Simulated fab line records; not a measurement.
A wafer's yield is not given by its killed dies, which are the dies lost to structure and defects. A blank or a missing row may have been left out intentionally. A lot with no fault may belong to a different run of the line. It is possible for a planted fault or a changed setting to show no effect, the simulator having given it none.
Matching of chambers -- flow n5_finfet -- N5_BEOL_M4_DESCUM_33 on rie_diel-05 has 4 sister chambers
The step chemistry O2, time 7 s. 8 wafers are shown with their chamber, then 8 later ones without.

== WAFERS WITH THEIR CHAMBER ==
wafer,chamber,showerhead_plenum_p_Torr (Torr),drypump_motor_current_A (A)
L084.6,3,2.09,5.7
L085.1,3,2.08,5.7
L085.3,2,2.14,5.8
L085.5,1,2.06,5.4
L089.3,2,2.14,5.8
L089.5,1,2.05,5.4
L089.6,0,2.21,5.6
L091.2,0,2.21,5.5

== WAFERS WITHOUT THEIR CHAMBER ==
wafer,showerhead_plenum_p_Torr (Torr),drypump_motor_current_A (A)
L091.3,2.05,5.4
L091.6,2.05,5.4
L095.2,2.20,5.6
L095.3,2.14,5.8
L095.4,2.08,5.7
L096.3,2.05,5.4
L096.5,2.20,5.6
L096.6,2.05,5.4

== WHICH CHAMBER EACH WENT THROUGH ==
wafer,from the rows above,in truth
L091.3,1,1
L091.6,1,1
L095.2,0,0
L095.3,2,2
L095.4,3,3
L096.3,1,1
L096.5,0,0
L096.6,1,1
Correct placement for 8 of the 8. Not placeable from these rows: 0. Placed wrongly: 0.
How it was worked out, from the rows above alone: a wafer's distance from a chamber is the root of the sum, over the readings, of the square of ((its reading less the chamber's mean) divided by the reading's scatter). The wafer belongs to the nearest chamber; if the next one is less than 2 further off, it can't be placed. A chamber's mean is the mean of its shown wafers. The scatter: take each reading less its chamber's mean, square it, sum over the shown wafers, divide by the number of wafers less the number of chambers, and take the root.
